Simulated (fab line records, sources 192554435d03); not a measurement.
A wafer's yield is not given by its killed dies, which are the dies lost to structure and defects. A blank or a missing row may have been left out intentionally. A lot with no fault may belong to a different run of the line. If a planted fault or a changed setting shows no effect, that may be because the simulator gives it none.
Code-filled problem report in 8D (eight disciplines) form -- flow n5_finfet -- the parts of the form that need people (team, actions taken, sign-off) are left out

== 1. PROBLEM STATEMENT ==
time_to_endpoint_s at N5_BEOL_M10_CMP_52 reads a mean of 85.8 s on 4 wafers of 3 lots; wafers without a fault read 66.1 s with a standard deviation of 2.8. Measured from the usual mean, that is +7.0 standard deviations.
The step: polishes, stops on SiCOH lowk, t overpolish 7 s, target thk 140 nm.
First observed at day 16 07:31: wafer L512.6, on cmp-03. The record has a number at this step for 30 wafers belonging to 11 lots. By rule, "out" or "out of limits" means more than 4 standard deviations away from the usual mean. The other wafers with a number count as sound.

== 2. WHAT IT IS AND WHAT IT IS NOT ==
question,is,is not
which readings at this step,time_to_endpoint_s,slurry_filter_dp_kPa
which lots,"L512, L513, L515","L500, L502, L503, L504, L510, L514, L516, L519"
which wafers of those lots,"L512.6, L513.6, L515.5, L515.6","L512.2, L513.1"
read on which tools,"cmp-01, cmp-03",cmp-02
when,from day 16 07:31,"up to then (16 sound wafers); but 10 sound wafers of L513, L514, L516, L519 came after"

== 3. SUSPECTS, AND WHAT RULES EACH OUT ==
Counting: if a tool at a process step up to the reading ran every lot that is out, it stays a suspect. Sound lots after the first of them don't rule it out here, since some wafers of a struck lot are sound.
- ecd_cu-01 at N5_BEOL_M10_ECD_50 (material Cu, target thk 318 nm): kept. It processed each lot that is out (first: L512, day 16 06:59); up to then, its last sound lot is L504 (day 13 16:02).
Left after counting: ecd_cu-01 at N5_BEOL_M10_ECD_50.

== 4. THE CAUSE (what the simulator had put in) ==
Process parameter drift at N5_BEOL_M10_ECD_50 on ecd_cu-01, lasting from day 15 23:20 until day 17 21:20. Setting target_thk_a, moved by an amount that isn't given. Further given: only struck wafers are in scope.
Only this tool survived the counting.

== 5. SEQUENCE OF EFFECTS, ordered by route ==
One row per reading whose mean, taken over the struck wafers that have a number, lies over 3 standard deviations from the usual. Scope: only readings with a usual standard deviation given in the record; hours: median across lots of the time from each lot's start at the first step in this table that gives one to its start at this step; sigmas: change in usual standard deviations.
hours,step,reading,usual,on struck wafers,change,sigmas
0,N5_BEOL_M10_CMP_52,time_to_endpoint_s,66.1 s,85.8,+19.7,+7.0
Here are the process steps it includes:
- N5_BEOL_M10_CMP_52: polishes, stops on SiCOH lowk, t overpolish 7 s, target thk 140 nm.

== 6. HOW IT WOULD HAVE BEEN CAUGHT EARLIER ==
In this record the first reading out of limits was taken at day 16 07:31, 8 hours after the fault began at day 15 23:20.
Of the lots that are out (3), L515, L513 began N5_BEOL_M10_ECD_50 on ecd_cu-01 after day 16 07:31. A hold on the tool at that time would have spared those 2.
